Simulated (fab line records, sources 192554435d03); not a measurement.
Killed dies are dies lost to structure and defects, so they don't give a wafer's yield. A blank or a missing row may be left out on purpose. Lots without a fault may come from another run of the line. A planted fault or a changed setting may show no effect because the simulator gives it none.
fab line records | flow n5_finfet | part 2 of 2: steps 23 to 28 of 28
record lots=5 wafers=15 last_day=17
route steps=1938 shown BEOL_M1@768
lots that met no fault: from a run of the same line without faults
start_h: hours from the record's first day to the start of the lot's first wafer shown | wait_h: hours since the lot's step before | " the same as in the row above | L1.1+2: a row that stands for several wafers | - no value, or no start given | * or withheld: withheld | < > ~ a bound
route shown NAME@n: a module of which the file shows steps, and the number in the route of the first | usual: mean/standard deviation of fault-free wafers | same: alike in all rows | chamber/n: place in a boat | sites: the reading at each site | _std_site: their standard deviation | _edge_site: outer sites' mean less inner sites' | radius_mm: how far each site lies from the wafer's centre | mask NAME#n: copy n | behind: the tool/chamber that last shaped the wafer | hold: why the lot was held/for how many hours/how that ended | device: the transistor (n, p or np) that didn't switch | end of line: the same wafers' tests at the end of the route | a step without rows: its recipe alone | killed: dies lost to structure and defects at the first sort, not the wafer's yield | map: a wafer's dies, x killed, . not, _ none there
set.NAME: the setting as run; set.NAME@STEP: as run at that earlier step | model.NAME: the simulator's own value behind a step, which no gauge read
lots at some steps of the route; a table a step, a row a wafer
services: from which hour (start_h, from the record's first day; less than 0 if before it) a tool's chamber was out of use, for how many hours, and why
## steps
# step N5_BEOL_M1_ETCH_77
# recipe chemistry=N2/H2 target=underlayer target_depth_a=65 mask_material=CAR-EUV time_s=5.2 ion_energy_ev=200 pressure_mtorr=30 source_w=840 bias_w=150 n2_flow_sccm=200 h2_flow_sccm=200 ends=cleared
# usual drypump_motor_current_A=5.8/0.58 etch_rf_on_time_s=5.23/0.2 oes_product_au=0.66/0.079 rf_vpp_V=524.3/2.4 showerhead_plenum_p_Torr=2.56/0.074 throttle_valve_pct=17.90/0.2
# columns lot.wafer tool chamber start_h wait_h drypump_motor_current_A etch_rf_on_time_s oes_product_au rf_hours_counter_h rf_vpp_V showerhead_plenum_p_Torr throttle_valve_pct
L075.2 rie_diel-02 0 129.55 0.0 5.1 5.33 0.61 213 525.1 2.61 17.69
L075.3 " 1 " " 6.3 5.21 0.73 48 525.4 2.61 17.62
L075.5 " 0 " " 5.2 5.34 0.60 - 525.3 2.61 17.68
L085.1 rie_diel-03 3 195.06 0.0 4.8 5.16 0.62 179 526.3 2.64 17.94
L085.3 " 1 " " 5.3 4.70 0.65 183 522.9 2.51 18.10
L085.5 " 1 " " 5.3 4.58 0.66 - 525.0 2.51 18.12
L088.1 rie_diel-03 2 208.08 0.0 6.0 5.24 0.82 12 525.6 2.61 17.92
L088.3 " 1 " " 5.3 4.72 0.65 188 524.6 2.51 18.11
L088.5 " 2 " " 6.0 5.22 0.81 - 526.4 2.61 17.89
L092.1 rie_diel-05 2 229.26 0.0 6.7 5.38 0.62 173 522.2 2.52 17.87
L092.4 " 1 " " 5.3 5.13 0.83 4 524.1 2.60 17.64
L092.6 " 2 " " 6.7 5.40 0.62 - 523.3 2.52 17.85
L095.4 rie_diel-03 1 257.24 0.0 5.3 4.80 0.64 204 522.5 2.50 18.12
L095.5 " 1 " " 5.4 4.88 0.63 - 521.8 2.50 18.13
L095.6 " 0 " " 5.9 5.09 0.78 - 523.3 2.49 17.93
# step N5_BEOL_M1_ETCH_69
# recipe chemistry=CF4 target=SiARC target_depth_a=156 mask_material=CAR-EUV time_s=26 ion_energy_ev=80 pressure_mtorr=40 source_w=545 bias_w=36 Ar_flow_sccm=100 cf4_flow_sccm=100 ends=cleared
# usual drypump_motor_current_A=5.8/0.58 etch_rf_on_time_s=26.2/0.97 oes_product_au=0.66/0.079 rf_vpp_V=184.1/1.1 showerhead_plenum_p_Torr=2.16/0.056 throttle_valve_pct=15.66/0.23
# columns lot.wafer tool chamber start_h wait_h drypump_motor_current_A etch_rf_on_time_s oes_product_au rf_hours_counter_h rf_vpp_V showerhead_plenum_p_Torr throttle_valve_pct
L075.2 rie_diel-02 0 129.57 0.0 5.2 26.4 0.61 213 186.0 2.21 15.71
L075.3 " 1 " " 6.3 25.7 0.72 48 184.8 2.19 15.24
L075.5 " 0 " " 5.2 26.2 0.61 - 183.0 2.21 15.71
L085.1 rie_diel-03 3 195.07 0.0 4.8 26.6 0.61 179 185.2 2.22 15.67
L085.3 " 1 " " 5.4 23.6 0.65 183 185.0 2.14 16.00
L085.5 " 1 " " 5.3 23.7 0.65 - 183.2 2.14 16.00
L088.1 rie_diel-03 2 208.10 0.0 6.0 26.3 0.82 12 184.4 2.20 15.56
L088.3 " 1 " " 5.3 24.0 0.64 188 184.1 2.14 16.01
L088.5 " 2 " " 6.0 26.3 0.81 - 183.1 2.20 15.54
L092.1 rie_diel-05 2 229.28 0.0 6.6 26.6 0.62 173 184.1 2.12 15.57
L092.4 " 1 " " 5.3 25.9 0.82 4 183.7 2.19 15.38
L092.6 " 2 " " 6.6 26.6 0.62 - 184.7 2.12 15.56
L095.4 rie_diel-03 1 257.25 0.0 5.4 24.3 0.63 204 183.3 2.13 16.04
L095.5 " 1 " " 5.3 24.1 0.63 - 183.3 2.13 16.05
L095.6 " 0 " " 5.9 25.1 0.79 - 182.4 2.09 15.64
# step N5_BEOL_M1_ALD_98
# recipe material=SiO2 target_thk_a=25 temp_c=100 ald_precursor_family=BDEAS ald_co_reactant=O2-plasma pulse_time_s=1 co_reactant_pulse_time_s=1 purge_time_s=2 co_reactant_purge_time_s=2 ald_cycles=17 pressure_torr=2
# usual heater_power_w=77/4.1 precursor_pulse_height_rel=1.002/0.02 susceptor_temp_C=99.99/0.13
# columns lot.wafer tool chamber start_h wait_h heater_power_w precursor_pulse_height_rel susceptor_temp_C
L075.2 ald_sin-01 3 129.65 0.1 75 1.026 99.80
L075.3 " 2 " " 79 1.013 99.79
L075.5 " 3 " " 75 1.005 99.98
L085.1 ald_sin-03 1 195.15 0.1 78 1.032 100.14
L085.3 " 2 " " 79 0.992 100.18
L085.5 " 2 " " 79 1.018 99.95
L088.1 ald_sin-04 2 208.18 0.1 87 1.011 100.15
L088.3 " 1 " " 78 1.000 99.99
L088.5 " 1 " " 78 1.003 100.01
L092.1 ald_sin-04 3 229.65 0.3 73 1.025 99.72
L092.4 " 0 " " 73 0.975 100.04
L092.6 " 1 " " 74 1.011 99.93
L095.4 ald_sin-01 0 257.33 0.1 75 1.041 100.12
L095.5 " 3 " " 76 1.003 99.93
L095.6 " 0 " " 75 0.992 100.09
# step N5_BEOL_M1_ETCHBACK_99
# recipe chemistry=CHF3 target=SiO2 target_depth_a=50 time_s=10.4 source_w=215 bias_w=47 Ar_flow_sccm=200 CHF3_flow_sccm=12 ion_energy_ev=100 pressure_mtorr=30
# usual drypump_motor_current_A=5.8/0.55 oes_product_au=0.77/0.094 rf_vpp_V=243/3.1 showerhead_plenum_p_Torr=2.18/0.058 throttle_valve_pct=17.11/0.23
# columns lot.wafer tool chamber start_h wait_h drypump_motor_current_A oes_product_au rf_hours_counter_h rf_vpp_V showerhead_plenum_p_Torr throttle_valve_pct
L075.2 rie_diel-05 1 132.33 2.6 5.3 0.70 231 252 2.22 17.25
L075.3 " 2 " " 6.6 0.77 - 241 2.14 16.96
L075.5 " 1 " " 5.3 0.71 - 251 2.22 17.25
L085.1 rie_diel-03 0 203.24 8.0 5.9 0.93 21 240 2.12 17.15
L085.3 " 2 " " 6.0 0.97 10 241 2.23 17.15
L085.5 " 1 " " 5.3 0.74 - 242 2.14 17.47
L088.1 rie_diel-02 0 212.09 3.9 5.2 0.69 238 243 2.21 17.15
L088.3 " 1 " " 6.3 0.80 74 244 2.18 16.72
L088.5 " 2 " " 5.9 0.70 - 238 2.06 17.22
L092.1 rie_diel-05 1 229.88 0.2 5.3 0.98 4 250 2.21 16.93
L092.4 " 3 " " 5.8 0.70 185 244 2.23 17.43
L092.6 " 1 " " 5.3 0.98 - 250 2.21 16.93
L095.4 rie_diel-03 3 265.99 8.6 4.8 0.71 201 247 2.27 17.37
L095.5 " 1 " " 5.4 0.73 - 243 2.14 17.50
L095.6 " 2 " " 6.0 0.94 - 241 2.22 17.17
# step N5_BEOL_M1_ETCH_70
# recipe chemistry=N2/H2 target=SOC target_depth_a=800 overetch_a=160 mask_material=SiARC temp_c=40 time_s=120 ion_energy_ev=200 pressure_mtorr=30 source_w=840 bias_w=150 n2_flow_sccm=200 h2_flow_sccm=200
# usual drypump_motor_current_A=5.8/0.55 oes_product_au=0.59/0.068 rf_vpp_V=524.6/2 showerhead_plenum_p_Torr=2.57/0.074 throttle_valve_pct=17.80/0.17
# columns lot.wafer tool chamber start_h wait_h drypump_motor_current_A oes_product_au rf_hours_counter_h rf_vpp_V showerhead_plenum_p_Torr throttle_valve_pct
L075.2 rie_diel-05 1 132.39 0.0 5.3 0.54 231 527.3 2.61 17.88
L075.3 " 2 " " 6.6 0.60 - 523.9 2.53 17.78
L075.5 " 1 " " 5.3 0.55 - 526.3 2.61 17.88
L085.1 rie_diel-03 0 203.27 0.0 5.9 0.72 21 522.4 2.50 17.85
L085.3 " 2 " " 6.0 0.74 10 524.2 2.61 17.84
L085.5 " 1 " " 5.4 0.55 - 524.1 2.51 18.04
L088.1 rie_diel-02 0 212.12 0.0 5.2 0.54 238 525.2 2.59 17.69
L088.3 " 1 " " 6.3 0.62 74 523.8 2.60 17.62
L088.5 " 2 " " 5.9 0.53 - 519.4 2.38 17.67
L092.1 rie_diel-05 1 229.91 0.0 5.3 0.74 4 526.3 2.60 17.60
L092.4 " 3 " " 5.9 0.54 185 527.0 2.64 18.14
L092.6 " 1 " " 5.3 0.73 - 526.3 2.60 17.58
L095.4 rie_diel-03 3 266.02 0.0 4.8 0.54 201 527.3 2.63 17.94
L095.5 " 1 " " 5.4 0.55 - 523.9 2.50 18.07
L095.6 " 2 " " 6.0 0.71 - 525.3 2.60 17.87
# step N5_BEOL_M1_STRIP_71
# recipe chemistry=N2/H2 temp_c=40 n2_flow_sccm=200 h2_flow_sccm=200 rf_frequency_hz=6e+07
# columns lot.wafer tool chamber start_h wait_h
L075.2+3+5 rie_diel-05 1,2,1 132.51 0.1
L085.1+3+5 rie_diel-03 0,2,1 203.35 0.0
L088.1+3+5 rie_diel-02 0,1,2 212.20 0.0
L092.1+4+6 rie_diel-05 1,3,1 229.99 0.0
L095.4+5+6 rie_diel-03 3,1,2 266.10 0.0
## services
# columns tool chamber start_h hours kind
euv_scanner-02 - 105.93 0.6 repair
rie_metal-01 - 107.94 0.5 repair
rie_diel-05 3 120.53 12.2 repair
rie_diel-05 0 130.14 5.3 repair
rie_diel-03 0 130.43 - clean
rie_diel-03 0 130.43 - consumable_replace:focus_ring
rie_diel-03 0 130.43 18.5 scheduled_down
rie_diel-03 0 130.43 18.5 vent_cycle
euv_scanner-02 - 131.32 5.8 pm
euv_scanner-02 - 143.58 1.0 pm
rie_metal-01 - 144.80 0.9 repair
euv_scanner-02 - 145.54 2.4 repair
rie_diel-02 - 145.77 0.3 repair
rie_diel-03 2 149.60 - clean
rie_diel-03 2 149.60 - consumable_replace:focus_ring
rie_diel-03 2 149.60 19.4 scheduled_down
ald_sin-04 0 151.87 11.8 repair
rie_metal-02 - 155.30 1.4 pm
euv_scanner-02 - 199.73 1.0 pm
ald_sin-03 - 225.16 1.1 repair
rie_metal-01 - 226.93 6.8 repair
ald_sin-03 3 256.27 4.4 repair
euv_scanner-02 - 257.99 1.0 pm
euv_scanner-02 - 262.44 0.2 repair
